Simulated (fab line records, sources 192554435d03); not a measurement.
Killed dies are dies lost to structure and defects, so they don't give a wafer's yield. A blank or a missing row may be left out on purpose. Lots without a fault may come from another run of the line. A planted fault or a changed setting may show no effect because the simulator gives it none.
Split-lot experiment | flow n5_finfet | 7 lots, 21 wafers read, on a route of 1938 steps

THE SPLIT
At N5_BEOL_M12_COAT_22 (resist thk 300 nm), the setting spin_rpm was moved away from the recipe's 2888 rpm on 6 of the 21 wafers read, by -10.5% to +4.0%. The other wafers ran this setting at the recipe's value.

The reading is taken at the split's own step.

THE READING
coat_of_BEOL_M12_COAT_22.thk_nm (the simulator's own value, which no gauge read), in nm, at N5_BEOL_M12_COAT_22 (resist thk 300 nm). The file gives no usual value for it. The 15 wafers here that ran the recipe average 299.7 nm, standard deviation 0.61 nm.

wafer  | tool, chamber at the split | spin_rpm as run, rpm | against the recipe | coat_of_BEOL_M12_COAT_22.thk_nm, nm | against lot-mates on the recipe
L077.3 | litho_track-05, 0          | 2888                 | recipe             | 299.4                               | -
L077.5 | litho_track-05, 0          | 2888                 | recipe             | 299.4                               | -
L077.6 | litho_track-05, 0          | 2888                 | recipe             | 299.8                               | -
L079.1 | litho_track-04, 0          | 2888                 | recipe             | 300.2                               | -
L079.2 | litho_track-04, 0          | 2888                 | recipe             | 299.8                               | -
L079.4 | litho_track-04, 0          | 3004                 | +4.0%              | 293.2                               | -6.8
L084.2 | litho_track-05, 0          | 2888                 | recipe             | 299.8                               | -
L084.4 | litho_track-05, 0          | 2888                 | recipe             | 299.8                               | -
L084.6 | litho_track-05, 0          | 2888                 | recipe             | 300.6                               | -
L087.1 | litho_track-03, 0          | 2888                 | recipe             | 299                                 | -
L087.4 | litho_track-03, 0          | 2888                 | recipe             | 299.8                               | -
L087.6 | litho_track-03, 0          | 2888                 | recipe             | 300.2                               | -
L089.1 | litho_track-04, 0          | 2888                 | recipe             | 299.4                               | -
L089.4 | litho_track-04, 0          | 2647                 | -8.3%              | 312.8                               | +13.4
L089.5 | litho_track-04, 0          | 2647                 | -8.3%              | 313.2                               | +13.8
L091.3 | litho_track-05, 0          | 2612                 | -9.6%              | 314.8                               | +14.8
L091.4 | litho_track-05, 0          | 2888                 | recipe             | 300.4                               | -
L091.6 | litho_track-05, 0          | 2888                 | recipe             | 299.6                               | -
L097.2 | litho_track-04, 0          | 2585                 | -10.5%             | 315.8                               | +17.8
L097.4 | litho_track-04, 0          | 2888                 | recipe             | 298                                 | -
L097.6 | litho_track-04, 0          | 2585                 | -10.5%             | 315.6                               | +17.6

THE FIT
A straight line over all 21 wafers: coat_of_BEOL_M12_COAT_22.thk_nm changes by -1.56 nm for each +1% of spin_rpm; r = -1.00; the points scatter about the line by 0.57 nm.
The same after taking each lot's own level away (the mean of its wafers on the recipe; 21 wafers): -1.65 nm for each +1%; r = -1.00; scatter 0.4 nm.
On that fit, the largest move of spin_rpm shifts the reading by 17 nm.
The lots' own levels span 298.00 to 300.07 nm, that is 3.4 times the standard deviation above.
So the lot-to-lot level changes the slope little: the two slopes agree.
Check: with one of the wafers moved furthest among these (-10.5%) left out of the fit, the line predicts +17.1 nm for it against its lot-mates. It came out at +17.8 nm against them.

THE FILE'S OWN FIT
coat_of_BEOL_M12_COAT_22.thk_nm changes by -1.63 nm for each +1% of spin_rpm, r = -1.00.
